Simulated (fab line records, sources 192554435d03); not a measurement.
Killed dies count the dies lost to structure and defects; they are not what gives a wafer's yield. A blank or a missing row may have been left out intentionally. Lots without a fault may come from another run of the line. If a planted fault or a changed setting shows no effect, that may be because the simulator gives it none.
Matching of chambers | flow n5_finfet | rie_diel-04 running N5_DUMMY_GATE_ETCH_36: 4 sister chambers
The step etches SiARC in CF4, target depth 13 nm. 4 wafers are shown with their chamber, then 7 later ones without.

WAFERS PAIRED WITH THEIR CHAMBERS
wafer  | chamber | throttle_valve_pct (%)
L077.6 | 2       | 15.67
L082.5 | 3       | 15.68
L085.2 | 0       | 15.37
L085.5 | 1       | 15.98

WAFERS WITHOUT THEIR CHAMBER
wafer  | throttle_valve_pct (%)
L085.6 | 15.38
L089.1 | 15.71
L089.4 | 15.70
L089.6 | 15.71
L091.2 | 16.01
L091.5 | 15.72
L091.6 | 15.70

EACH ONE'S CHAMBER
wafer  | from the rows above     | in truth
L085.6 | 0                       | 0
L089.1 | can't be placed: 3 or 2 | 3
L089.4 | can't be placed: 3 or 2 | 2
L089.6 | can't be placed: 3 or 2 | 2
L091.2 | 1                       | 1
L091.5 | can't be placed: 3 or 2 | 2
L091.6 | can't be placed: 3 or 2 | 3
Correctly placed: 2 of 7. Unplaceable from these rows: 5, with the true chamber sitting among the candidates in 5. Number placed wrongly: 0.
How it was worked out, from the rows above alone: a wafer's distance from a chamber is the root of the sum, over the readings, of the square of ((its reading less the chamber's mean) divided by the reading's scatter). If the next closest chamber is less than 2 further off than the closest, the wafer can't be placed; otherwise it belongs to the closest. The mean given for a chamber averages the wafers shown for that chamber. The scatter (one wafer shown for each chamber): square how far every hidden wafer sits from the nearest shown wafer, average those squares and take the square root.
